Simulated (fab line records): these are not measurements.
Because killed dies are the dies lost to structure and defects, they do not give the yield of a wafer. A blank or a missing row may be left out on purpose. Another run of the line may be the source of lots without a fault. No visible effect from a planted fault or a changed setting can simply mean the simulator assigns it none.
Split-lot study + flow n5_finfet + 39 wafers read across 7 lots, on a route 1938 steps long

== THE SPLIT ITSELF ==
At N5_FIN_CUT_EXPOSE_05 (exposes mask FIN CUT), the setting dose_mj was moved away from the recipe's 45.75 on 12 of the 39 wafers read, by +3.0% to +4.9%. The other wafers ran this setting at the recipe's value.

== FROM THE SPLIT TO THE READING: what the file shows between them, 2 steps ==
- N5_FIN_CUT_PEB_06: peb time 60 s
- N5_FIN_CUT_DEVELOP_07: develop time 30 s

== THE READING ==
cd_nm at N5_FIN_CUT_CD_MEAS_08, given in nm (cd target 29.1 nm). A value of 29.16 nm with a standard deviation of 0.23 nm is what fault-free wafers of this fab line usually give.

| wafer  | tool, chamber at the split | dose_mj as run | against the recipe | cd_nm, nm | against lot-mates on the recipe |
|--------|----------------------------|----------------|--------------------|-----------|---------------------------------|
| L076.1 | euv_scanner-01, 0          | 47.1           | +3.0%              | 29.53     | +0.51                           |
| L076.2 | euv_scanner-01, 0          | 45.75          | recipe             | 29.18     | -                               |
| L076.3 | euv_scanner-01, 0          | 47.1           | +3.0%              | 29.75     | +0.73                           |
| L076.4 | euv_scanner-01, 0          | 45.75          | recipe             | 29.01     | -                               |
| L076.5 | euv_scanner-01, 0          | 45.75          | recipe             | 28.86     | -                               |
| L076.6 | euv_scanner-01, 0          | 47.1           | +3.0%              | 29.64     | +0.62                           |
| L077.2 | euv_scanner-02, 0          | 45.75          | recipe             | 29.05     | -                               |
| L077.3 | euv_scanner-02, 0          | 45.75          | recipe             | 29.14     | -                               |
| L077.4 | euv_scanner-02, 0          | 45.75          | recipe             | 29.33     | -                               |
| L081.1 | euv_scanner-01, 0          | 47.93          | +4.8%              | 29.84     | +0.73                           |
| L081.2 | euv_scanner-01, 0          | 45.75          | recipe             | 29.06     | -                               |
| L081.3 | euv_scanner-01, 0          | 45.75          | recipe             | 28.97     | -                               |
| L081.4 | euv_scanner-01, 0          | 45.75          | recipe             | 29.31     | -                               |
| L081.5 | euv_scanner-01, 0          | 47.93          | +4.8%              | 30.05     | +0.94                           |
| L081.6 | euv_scanner-01, 0          | 47.93          | +4.8%              | 30.26     | +1.15                           |
| L083.1 | euv_scanner-02, 0          | 45.75          | recipe             | 29.06     | -                               |
| L083.2 | euv_scanner-02, 0          | 45.75          | recipe             | 29.29     | -                               |
| L083.3 | euv_scanner-02, 0          | 45.75          | recipe             | 29.06     | -                               |
| L083.4 | euv_scanner-02, 0          | 45.75          | recipe             | 29.33     | -                               |
| L083.5 | euv_scanner-02, 0          | 45.75          | recipe             | 29.27     | -                               |
| L083.6 | euv_scanner-02, 0          | 45.75          | recipe             | 29.15     | -                               |
| L088.1 | euv_scanner-01, 0          | 45.75          | recipe             | 29.20     | -                               |
| L088.2 | euv_scanner-01, 0          | 45.75          | recipe             | 29.22     | -                               |
| L088.3 | euv_scanner-01, 0          | 47.18          | +3.1%              | 30.31     | +1.04                           |
| L088.4 | euv_scanner-01, 0          | 45.75          | recipe             | 29.39     | -                               |
| L088.5 | euv_scanner-01, 0          | 47.18          | +3.1%              | 30.00     | +0.73                           |
| L088.6 | euv_scanner-01, 0          | 47.18          | +3.1%              | 29.87     | +0.60                           |
| L092.1 | euv_scanner-02, 0          | 45.75          | recipe             | 29.22     | -                               |
| L092.2 | euv_scanner-02, 0          | 45.75          | recipe             | 29.67     | -                               |
| L092.3 | euv_scanner-02, 0          | 45.75          | recipe             | 29.15     | -                               |
| L092.4 | euv_scanner-02, 0          | 45.75          | recipe             | 29.48     | -                               |
| L092.5 | euv_scanner-02, 0          | 45.75          | recipe             | 29.17     | -                               |
| L092.6 | euv_scanner-02, 0          | 45.75          | recipe             | 29.27     | -                               |
| L093.1 | euv_scanner-01, 0          | 45.75          | recipe             | 29.06     | -                               |
| L093.2 | euv_scanner-01, 0          | 45.75          | recipe             | 29.10     | -                               |
| L093.3 | euv_scanner-01, 0          | 47.99          | +4.9%              | 29.77     | +0.63                           |
| L093.4 | euv_scanner-01, 0          | 47.99          | +4.9%              | 30.12     | +0.98                           |
| L093.5 | euv_scanner-01, 0          | 47.99          | +4.9%              | 30.25     | +1.11                           |
| L093.6 | euv_scanner-01, 0          | 45.75          | recipe             | 29.26     | -                               |

FIT RESULTS
A straight line over all 39 wafers: cd_nm changes by +0.187 nm for each +1% of dose_mj; r = +0.88; the points scatter about the line by 0.19 nm.
The same after taking each lot's own level away (the mean of its wafers on the recipe; 39 wafers): +0.201 nm for each +1%; r = +0.93; scatter 0.16 nm.
That fit puts the effect of the largest move of dose_mj on the reading at 0.98 nm.
The span of the lots' own levels, 29.017 to 29.327 nm, comes to 1.3 times the standard deviation stated above.
Hence the lot-to-lot level has little effect on the slope; both slopes agree.
Check: +1.04 nm against its lot-mates is what the line predicts for one of the wafers moved furthest among these (+4.9%) when that wafer is left out of the fit. It came out at +0.63 nm against them.

== ADDITIONAL SPLITS CARRIED BY THESE WAFERS ==
Before the reading, these wafers also passed through other splits. Each is held against what the fit with the lots' levels taken away leaves over:
| other split on the same wafers | wafers away from the commonest value | r with cd_nm (lot level and that fit taken away) |
|--------------------------------|--------------------------------------|--------------------------------------------------|
| N5_WELL_APT_EXPOSE_05 dose_mj  | 15                                   | -0.11                                            |

== THE WHOLE CHAIN: every reading that the file lists as answering this split, in the file's order ==
| step                  | what it does                                                | reading                                                               | change (the file's fit)               | r (the file's) |
|-----------------------|-------------------------------------------------------------|-----------------------------------------------------------------------|---------------------------------------|----------------|
| N5_FIN_CUT_CD_MEAS_08 | target cd 29.1 nm                                           | cd_nm                                                                 | +0.203 nm for each +1% of the setting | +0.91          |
| N5_FIN_CUT_ETCH_30    | etches underlayer in N2/H2, target depth 13 nm, time 10.4 s | FIN_CUT.cd_offset_nm (the simulator's own value, which no gauge read) | +0.173 nm for each +1% of the setting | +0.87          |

== FILE'S OWN FIT ==
cd_nm changes by +0.203 nm for each +1% of dose_mj, r = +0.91.
